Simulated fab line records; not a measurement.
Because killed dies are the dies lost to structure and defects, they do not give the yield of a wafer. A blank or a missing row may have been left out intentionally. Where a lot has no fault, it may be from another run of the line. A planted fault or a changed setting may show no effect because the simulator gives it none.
Which tool is to blame? | flow n5-finfet | Sampling: 14 lots, 42 wafers, 4 of 1938 route steps

WHAT THE GAUGES SHOWED, per wafer
N5_BEOL_M15_INSPECT_55: inspects for defects (darkfield). Usual: raw-defect-count at 69, with a standard deviation of 22.
lot  | measured     | on                | raw-defect-count | flag
L391 | day 12 07:55 | defect-inspect-01 | 49 47 50         |
L388 | day 12 07:56 | defect-inspect-01 | 54 65 83         |
L389 | day 12 19:44 | defect-inspect-01 | 68 86 104        |
L393 | day 13 02:04 | defect-inspect-01 | 108 57 119       |
L392 | day 13 07:14 | defect-inspect-01 | 46 70 61         |
L396 | day 14 10:58 | defect-inspect-01 | 85 71 90         |
L395 | day 14 08:26 | defect-inspect-02 | 73 71 69         |
L397 | day 14 11:31 | defect-inspect-01 | 86 104 96        |
L398 | day 14 16:16 | defect-inspect-02 | 35 55 44         |
L399 | day 15 00:10 | defect-inspect-02 | 41 38 70         |
L401 | day 15 10:59 | defect-inspect-01 | 49 45 65         |
L402 | day 15 11:28 | defect-inspect-02 | 62 46 59         |
L406 | day 16 19:52 | defect-inspect-02 | 69 45 61         |
L410 | day 17 13:15 | defect-inspect-02 | 68 51 69         |

N5_BEOL_M15_RC_MEAS_101. Usual: COMB_M10 1.47e-11 S/m, standard deviation 2.9e-12; COMB_M10_max_site 2.1e-11 S/m, standard deviation 4.3e-12; COMB_M11 1.48e-11 S/m, standard deviation 2.9e-12; COMB_M12 6.6e-12 S/m, standard deviation 1.3e-12; COMB_M13 5.4e-12 S/m, standard deviation 1.3e-12; COMB_M14 4.1e-12 S/m, standard deviation 8e-13; COMB_M15 2.9e-12 S/m, standard deviation 7e-13; COMB_M5 3.6e-11 S/m, standard deviation 7.9e-12; COMB_M6 2.6e-11 S/m, standard deviation 6.4e-12; COMB_M7 2.6e-11 S/m, standard deviation 5.1e-12; COMB_M8 2.6e-11 S/m, standard deviation 5.1e-12; COMB_M9 1.5e-11 S/m, standard deviation 3.2e-12; COMB_M9_max_site 2.2e-11 S/m, standard deviation 5e-12; SERP_M10 3.08 ohm/um, standard deviation 0.077; SERP_M10_max_site 3.17 ohm/um, standard deviation 0.073; SERP_M11 3.08 ohm/um, standard deviation 0.077; SERP_M12 0.639 ohm/um, standard deviation 0.014; SERP_M13 0.309 ohm/um, standard deviation 0.0055; SERP_M14 0.162 ohm/um, standard deviation 0.0031; SERP_M5 38.9 ohm/um, standard deviation 1.3; SERP_M6 13.8 ohm/um, standard deviation 0.46; SERP_M7 13.9 ohm/um, standard deviation 0.5; SERP_M8 13.8 ohm/um, standard deviation 0.51; SERP_M9 3.07 ohm/um, standard deviation 0.085.
lot  | measured     | on        | COMB_M10 (S/m)             | COMB_M10_max_site (S/m) | COMB_M11 (S/m)             | COMB_M12 (S/m)          | COMB_M13 (S/m)          | COMB_M14 (S/m)          | COMB_M15 (S/m)          | COMB_M5 (S/m)           | COMB_M6 (S/m)           | COMB_M7 (S/m)           | COMB_M8 (S/m)           | COMB_M9 (S/m)           | COMB_M9_max_site (S/m)  | SERP_M10 (ohm/um)    | SERP_M10_max_site (ohm/um) | SERP_M11 (ohm/um) | SERP_M12 (ohm/um) | SERP_M13 (ohm/um) | SERP_M14 (ohm/um) | SERP_M5 (ohm/um) | SERP_M6 (ohm/um) | SERP_M7 (ohm/um) | SERP_M8 (ohm/um) | SERP_M9 (ohm/um) | flag
L391 | day 12 07:56 | prober-01 | 1.82e-11 1.48e-11 1.31e-11 | 2.6e-11 1.9e-11 1.6e-11 | 1.62e-11 1.79e-11 1.64e-11 | 6.9e-12 6.4e-12 5.7e-12 | 2.7e-12 4.8e-12 4.4e-12 | 4.8e-12 2.9e-12 2.4e-12 | 1.8e-12 1.9e-12 1.7e-12 | 3.2e-11 4.4e-11 3.6e-11 | 2.3e-11 2.3e-11 2.7e-11 | 3.2e-11 2.8e-11 2.4e-11 | 2.9e-11 2.3e-11 2.5e-11 | 1.5e-11 1.7e-11 1.2e-11 | 1.8e-11 2.7e-11 1.7e-11 | 3.14 3.14 3.14       | 3.26 3.21 3.19             | 3.07 2.95 3.08    | 0.637 0.653 0.647 | 0.307 0.304 0.312 | 0.161 0.162 0.160 | 37.1 38.9 37.3   | 13.5 13.8 13.9   | 13.4 13.7 13.5   | 13.4 13.2 12.3   | 3.12 2.91 3.03   |
L388 | day 12 08:16 | prober-02 | 1.23e-11 1.56e-11 1.38e-11 | 1.8e-11 2.4e-11 2.1e-11 | 1.49e-11 1.59e-11 1.74e-11 | 8e-12 6e-12 5.4e-12     | 5.2e-12 4.3e-12 4.4e-12 | 3.5e-12 3.7e-12 4.2e-12 | 4e-12 3.2e-12 3e-12     | 3.7e-11 2.6e-11 2.9e-11 | 1.9e-11 1.9e-11 1.9e-11 | 2.2e-11 2.5e-11 3.4e-11 | 2.4e-11 2.6e-11 1.8e-11 | 1.8e-11 1.7e-11 1.9e-11 | 2.4e-11 2.3e-11 2.3e-11 | 3.00 3.14 3.06       | 3.11 3.26 3.27             | 3.25 3.08 3.20    | 0.631 0.647 0.633 | 0.309 0.311 0.319 | 0.166 0.163 0.160 | 37.4 40.0 41.0   | 13.8 14.0 13.9   | 13.2 13.8 13.8   | 12.8 13.6 13.5   | 3.00 3.10 2.97   |
L389 | day 12 19:46 | prober-02 | 1.83e-11 2.03e-11 1.87e-11 | 2.1e-11 2.4e-11 2.8e-11 | 1.27e-11 1.21e-11 1.94e-11 | 5.8e-12 7.3e-12 6.2e-12 | 7.5e-12 7.7e-12 5.4e-12 | 4.1e-12 4.8e-12 4.5e-12 | 3.3e-12 5.3e-12 3.6e-12 | 5.1e-11 3.4e-11 5.2e-11 | 2.4e-11 2.6e-11 1.9e-11 | 2.7e-11 2.8e-11 3.8e-11 | 2.3e-11 2.1e-11 2.3e-11 | 1.9e-11 1.8e-11 1.5e-11 | 3.4e-11 2.5e-11 2.2e-11 | 3.10 3.11 3.18       | 3.18 3.22 3.28             | 3.00 2.99 2.93    | 0.651 0.637 0.649 | 0.317 0.310 0.304 | 0.160 0.163 0.163 | 37.3 35.8 37.3   | 14.3 13.9 13.7   | 15.3 14.3 14.4   | 13.2 13.5 13.9   | 3.02 2.91 3.05   |
L393 | day 13 02:05 | prober-02 | 1.47e-11 1.84e-11 1.32e-11 | 2e-11 2.7e-11 1.8e-11   | 1.08e-11 1.39e-11 1.21e-11 | 8.4e-12 6.7e-12 8.1e-12 | 5.8e-12 6.6e-12 6.1e-12 | 3.7e-12 4.2e-12 5.8e-12 | 2.9e-12 2.5e-12 2.2e-12 | 3.2e-11 3.3e-11 3.3e-11 | 2.5e-11 2e-11 3.4e-11   | 2.7e-11 2.3e-11 1.8e-11 | 3.2e-11 3.3e-11 3.5e-11 | 2e-11 1.4e-11 1.3e-11   | 2.7e-11 1.8e-11 1.7e-11 | 2.99 3.15 2.96       | 3.12 3.25 3.03             | 2.99 3.09 3.10    | 0.642 0.630 0.625 | 0.319 0.314 0.308 | 0.166 0.163 0.163 | 41.0 38.3 39.0   | 13.5 14.1 13.6   | 12.9 13.5 13.7   | 14.5 13.4 13.8   | 3.06 2.94 3.02   |
L392 | day 13 07:25 | prober-02 | 1.28e-11 1.8e-11 1.43e-11  | 2e-11 2.2e-11 1.8e-11   | 1.52e-11 1.35e-11 1.38e-11 | 6.2e-12 7.4e-12 6.3e-12 | 8.7e-12 6.9e-12 5.4e-12 | 4.8e-12 4.2e-12 4.7e-12 | 3.4e-12 3.3e-12 2.8e-12 | 2.8e-11 3.3e-11 4e-11   | 2.3e-11 2.7e-11 2.7e-11 | 2.9e-11 2.5e-11 2.7e-11 | 2.8e-11 3.8e-11 3e-11   | 1.7e-11 1.4e-11 1.3e-11 | 2.6e-11 1.8e-11 2.8e-11 | 3.07 2.95 3.00       | 3.11 3.09 3.13             | 3.00 2.96 3.03    | 0.644 0.641 0.632 | 0.311 0.311 0.302 | 0.164 0.158 0.159 | 37.5 40.9 36.9   | 13.7 13.6 13.0   | 14.2 13.9 14.1   | 13.8 13.3 14.5   | 3.15 3.15 3.10   |
L396 | day 14 10:59 | prober-02 | 1.35e-11 1.77e-11 2.2e-11  | 1.8e-11 2.2e-11 2.9e-11 | 1.46e-11 1.24e-11 1.61e-11 | 6e-12 7.7e-12 6.9e-12   | 5.7e-12 6.4e-12 5.3e-12 | 4e-12 4.2e-12 3.6e-12   | 3.7e-12 3.7e-12 4.5e-12 | 3.3e-11 3.6e-11 3e-11   | 2.9e-11 2.7e-11 2.5e-11 | 3.2e-11 2.5e-11 3.3e-11 | 2.7e-11 2.7e-11 3e-11   | 2.3e-11 1.9e-11 1.7e-11 | 2.9e-11 2.4e-11 2.8e-11 | 3.01 3.06 3.12       | 3.05 3.16 3.18             | 3.26 3.11 3.19    | 0.639 0.636 0.645 | 0.305 0.308 0.313 | 0.159 0.164 0.162 | 38.4 41.3 40.0   | 14.1 13.9 13.9   | 14.1 14.5 14.3   | 13.7 14.5 13.4   | 3.25 3.13 3.09   |
L395 | day 14 08:46 | prober-01 | 1.68e-11 1.25e-11 1.19e-11 | 2.7e-11 1.9e-11 2.7e-11 | 1.23e-11 1.45e-11 1.57e-11 | 5.3e-12 5.2e-12 3.7e-12 | 4.4e-12 3.2e-12 4.6e-12 | 4e-12 2.8e-12 2.5e-12   | 2.9e-12 1.9e-12 2.7e-12 | 2.4e-11 2.6e-11 2.5e-11 | 2.2e-11 2.3e-11 2.7e-11 | 2.2e-11 2e-11 2.2e-11   | 2.7e-11 2.8e-11 3.2e-11 | 1.3e-11 1.3e-11 1.5e-11 | 2.1e-11 1.8e-11 2.3e-11 | 3.07 3.09 3.24       | 3.18 3.17 3.33             | 3.14 3.04 3.19    | 0.622 0.633 0.612 | 0.312 0.300 0.313 | 0.160 0.158 0.157 | 39.2 38.5 38.5   | 13.3 13.7 13.7   | 14.3 14.8 14.5   | 13.3 14.3 13.9   | 3.10 3.19 3.15   |
L397 | day 14 11:32 | prober-01 | 1.46e-11 1.27e-11 1.52e-11 | 2.5e-11 1.8e-11 1.9e-11 | 1.7e-11 1.08e-11 1.8e-11   | 3.6e-12 7e-12 4.7e-12   | 4e-12 4.9e-12 4.5e-12   | 1.5e-12 2.5e-12 2.3e-12 | 1.7e-12 2.1e-12 1.8e-12 | 4e-11 4.2e-11 4.4e-11   | 2.4e-11 2.2e-11 2.6e-11 | 1.9e-11 2.3e-11 2.3e-11 | 1.7e-11 1.8e-11 1.3e-11 | 1.2e-11 1.3e-11 1.4e-11 | 1.4e-11 1.8e-11 1.6e-11 | 3.07 3.17 3.19       | 3.22 3.23 3.25             | 3.16 3.05 3.07    | 0.636 0.661 0.635 | 0.314 0.304 0.300 | 0.165 0.159 0.161 | 39.1 40.0 38.8   | 13.9 13.8 13.7   | 14.2 13.6 14.5   | 13.2 13.7 13.2   | 3.16 3.11 3.14   |
L398 | day 14 16:26 | prober-02 | 1.63e-11 1.55e-11 1.49e-11 | 2.8e-11 2.1e-11 3e-11   | 1.49e-11 1.51e-11 1.91e-11 | 5.6e-12 6.1e-12 6e-12   | 4.2e-12 4.3e-12 6.5e-12 | 3.6e-12 5.1e-12 3.1e-12 | 3.3e-12 3.4e-12 3.5e-12 | 3.8e-11 5e-11 3.7e-11   | 2.8e-11 2.4e-11 2.6e-11 | 3.3e-11 2.6e-11 2.2e-11 | 2.7e-11 3.1e-11 2.4e-11 | 1.3e-11 1.6e-11 2e-11   | 2e-11 2.3e-11 3.6e-11   | 3.09 3.25 3.21       | 3.17 3.28 3.29             | 3.10 3.16 3.11    | 0.660 0.663 0.676 | 0.303 0.305 0.302 | 0.160 0.165 0.158 | 40.7 40.6 37.8   | 14.1 14.1 14.4   | 13.6 14.1 13.7   | 13.4 12.9 13.5   | 3.09 3.12 3.18   |
L399 | day 15 00:20 | prober-02 | 1.54e-11 1.72e-11 1.7e-11  | 1.8e-11 2.3e-11 2.1e-11 | 1.26e-11 1.39e-11 1.94e-11 | 7.7e-12 7e-12 9e-12     | 7.9e-12 6.2e-12 6.6e-12 | 4.1e-12 4.4e-12 4.3e-12 | 3.3e-12 3.2e-12 3e-12   | 2.3e-11 2.5e-11 3.7e-11 | 2.6e-11 2.3e-11 2.1e-11 | 2.3e-11 3.2e-11 2.7e-11 | 2.9e-11 2.9e-11 2.9e-11 | 1.1e-11 1.2e-11 1.6e-11 | 2.2e-11 1.7e-11 2.4e-11 | 3.09 3.07 3.08       | 3.18 3.21 3.11             | 3.01 3.05 3.12    | 0.640 0.640 0.649 | 0.301 0.311 0.308 | 0.166 0.163 0.162 | 37.8 40.1 38.8   | 12.9 13.3 13.6   | 14.6 13.6 13.6   | 13.7 13.5 13.6   | 3.07 2.98 2.96   |
L401 | day 15 11:19 | prober-01 | 1.32e-11 1.59e-11 1.57e-11 | 2.6e-11 2.4e-11 2.2e-11 | 1.34e-11 1.38e-11 1.69e-11 | 6.9e-12 4.7e-12 4.6e-12 | 5.1e-12 3.7e-12 3.9e-12 | 2.2e-12 4.9e-12 3.4e-12 | 2.7e-12 2.3e-12 2.7e-12 | 4.9e-11 4.4e-11 3e-11   | 2.8e-11 2e-11 2.4e-11   | 2.2e-11 2.2e-11 2.6e-11 | 2.5e-11 2e-11 3e-11     | 2.3e-11 1.8e-11 1.6e-11 | 2.6e-11 1.9e-11 1.9e-11 | ~7142.9 3.15 3.07    | ~7142.9 3.20 3.12          | 2.96 3.12 3.06    | 0.637 0.633 0.631 | 0.310 0.304 0.302 | 0.162 0.164 0.162 | 37.9 37.5 39.0   | 14.6 15.0 13.0   | 13.1 13.8 13.9   | 13.9 14.0 13.7   | 2.97 3.15 3.05   |
L402 | day 15 11:30 | prober-02 | 1.32e-11 1.31e-11 1.12e-11 | 1.5e-11 2.2e-11 1.6e-11 | 1.8e-11 1.5e-11 1.24e-11   | 7.3e-12 6.6e-12 6.6e-12 | 4.5e-12 4.4e-12 6.5e-12 | 4.8e-12 5e-12 5.8e-12   | 2.6e-12 2.5e-12 2.3e-12 | 3.9e-11 3.1e-11 2.6e-11 | 3.6e-11 2.4e-11 3.1e-11 | 3.1e-11 2.9e-11 2.1e-11 | 2.8e-11 2.2e-11 2.3e-11 | 1.6e-11 1.9e-11 1.1e-11 | 2.4e-11 2.4e-11 1.5e-11 | ~7142.9 ~7142.9 3.15 | ~7142.9 ~7142.9 3.21       | 2.94 3.02 2.90    | 0.637 0.632 0.629 | 0.307 0.314 0.302 | 0.162 0.163 0.166 | 39.2 38.6 39.7   | 14.4 13.4 13.6   | 13.6 14.3 14.2   | 14.1 13.9 13.8   | 3.13 3.00 3.18   |
L406 | day 16 19:53 | prober-01 | 8.2e-12 1.47e-11 1.45e-11  | 1.4e-11 2.3e-11 2e-11   | 1.33e-11 1.46e-11 1.54e-11 | 5.1e-12 7.9e-12 8.7e-12 | 8e-12 6.9e-12 4e-12     | 5e-12 3.2e-12 2.9e-12   | 3e-12 2.2e-12 2.8e-12   | 3.3e-11 4.3e-11 5.2e-11 | 3.2e-11 2.4e-11 2e-11   | 3e-11 1.9e-11 3.5e-11   | 2.1e-11 2.7e-11 3.1e-11 | 2.1e-11 1.5e-11 1.7e-11 | 2.8e-11 2.4e-11 2.6e-11 | 3.09 3.08 3.05       | 3.17 3.16 3.12             | 3.13 3.11 3.14    | 0.650 0.654 0.651 | 0.301 0.315 0.314 | 0.156 0.161 0.166 | 40.0 42.1 41.1   | 14.9 13.9 14.3   | 13.7 14.3 13.7   | 14.2 14.0 13.6   | 3.10 3.16 3.14   |
L410 | day 17 13:16 | prober-01 | 1.43e-11 1.29e-11 1.17e-11 | 2.8e-11 2e-11 1.7e-11   | 1.46e-11 1.58e-11 1.56e-11 | 5.7e-12 7.6e-12 5.3e-12 | 5e-12 4.4e-12 3.4e-12   | 4e-12 3.7e-12 4.7e-12   | 2.5e-12 1.6e-12 3.9e-12 | 4.2e-11 6.1e-11 4.4e-11 | 4.7e-11 3.3e-11 3.2e-11 | 2.2e-11 2.1e-11 2.6e-11 | 2.6e-11 2.8e-11 2.7e-11 | 1.7e-11 1.3e-11 1.3e-11 | 2.4e-11 1.8e-11 1.8e-11 | 3.16 3.08 3.14       | 3.21 3.21 3.18             | 2.90 3.11 3.05    | 0.653 0.624 0.622 | 0.308 0.306 0.303 | 0.163 0.156 0.165 | 37.1 39.8 42.2   | 14.3 13.8 14.0   | 14.4 14.5 14.0   | 14.1 14.2 14.2   | 3.17 3.05 3.09   |

WHAT TOOL EACH LOT RAN ON (gives the tool, then ch and the chambers of the sampled wafers, and finally the start)
lot  | N5_BEOL_M10_SPUTTER_48       | N5_BEOL_M15_DEGAS_41
L391 | pvd-sputter-03, day 10 21:27 | pvd-sputter-03, day 12 06:34
L388 | pvd-sputter-02, day 11 02:14 | pvd-sputter-02, day 12 06:35
L389 | pvd-sputter-02, day 11 12:38 | pvd-sputter-03, day 12 18:14
L393 | pvd-sputter-02, day 11 15:22 | pvd-sputter-01, day 13 00:43
L392 | pvd-sputter-01, day 11 19:40 | pvd-sputter-02, day 13 05:53
L396 | pvd-sputter-03, day 12 18:33 | pvd-sputter-03, day 14 09:20
L395 | pvd-sputter-03, day 12 20:45 | pvd-sputter-03, day 14 06:58
L397 | pvd-sputter-03, day 12 21:50 | pvd-sputter-03, day 14 10:01
L398 | pvd-sputter-02, day 13 01:20 | pvd-sputter-03, day 14 14:55
L399 | pvd-sputter-02, day 13 11:38 | pvd-sputter-01, day 14 22:49
L401 | pvd-sputter-03, day 13 23:01 | pvd-sputter-03, day 15 09:21
L402 | pvd-sputter-03, day 14 00:05 | pvd-sputter-01, day 15 09:53
L406 | pvd-sputter-02, day 15 07:25 | pvd-sputter-01, day 16 18:28
L410 | pvd-sputter-01, day 16 02:31 | pvd-sputter-03, day 17 11:38
- N5_BEOL_M10_SPUTTER_48: material Cu, target thk 12 nm, time 2 s.
- N5_BEOL_M15_DEGAS_41: time 60 s.

WHAT THE TOOLS THEMSELVES READ (means of the sampled wafers that have a number; where no wafer has one, the mark that the record gives instead)
N5_BEOL_M10_SPUTTER_48. Usual: throttle-valve-pct at 29.7 %, with a standard deviation of 1.
lot  | tool           | throttle-valve-pct (%) | flag
L391 | pvd-sputter-03 | 30.0                   |
L388 | pvd-sputter-02 | 29.8                   |
L389 | pvd-sputter-02 | 29.1                   |
L393 | pvd-sputter-02 | 29.3                   |
L392 | pvd-sputter-01 | 29.8                   |
L396 | pvd-sputter-03 | 29.8                   |
L395 | pvd-sputter-03 | 29.7                   |
L397 | pvd-sputter-03 | 29.5                   |
L398 | pvd-sputter-02 | 29.4                   |
L399 | pvd-sputter-02 | 29.8                   |
L401 | pvd-sputter-03 | 29.4                   |
L402 | pvd-sputter-03 | 29.6                   |
L406 | pvd-sputter-02 | 29.9                   |
L410 | pvd-sputter-01 | 30.2                   |

N5_BEOL_M15_DEGAS_41. Usual: heater-power-w at 455 W, with a standard deviation of 35.
lot  | tool           | heater-power-w (W) | flag
L391 | pvd-sputter-03 | 447                |
L388 | pvd-sputter-02 | 474                |
L389 | pvd-sputter-03 | 453                |
L393 | pvd-sputter-01 | 419                |
L392 | pvd-sputter-02 | 472                |
L396 | pvd-sputter-03 | 490                |
L395 | pvd-sputter-03 | 471                |
L397 | pvd-sputter-03 | 483                |
L398 | pvd-sputter-03 | 483                |
L399 | pvd-sputter-01 | 444                |
L401 | pvd-sputter-03 | 467                |
L402 | pvd-sputter-01 | 419                |
L406 | pvd-sputter-01 | 423                |
L410 | pvd-sputter-03 | 452                |

THE ANSWER, worked out from the rows above alone
Rule: a lot counts as off when the mean over its wafers that have a number is more than 3 standard deviations away from the usual mean. Also off: a lot with no number at a reading for which 4 or more lots have one. Any other lot the step has rows for is counted as sound. First the gauges in route order, then the tools' own readings, where a lot's mean is used as printed above. At the first step where some lot is off, the reading lying furthest off is the one used; lots without a number count as furthest.
No lot is off at any reading shown: from this, nothing can be told.

WHAT THE SIMULATOR HAD INSERTED
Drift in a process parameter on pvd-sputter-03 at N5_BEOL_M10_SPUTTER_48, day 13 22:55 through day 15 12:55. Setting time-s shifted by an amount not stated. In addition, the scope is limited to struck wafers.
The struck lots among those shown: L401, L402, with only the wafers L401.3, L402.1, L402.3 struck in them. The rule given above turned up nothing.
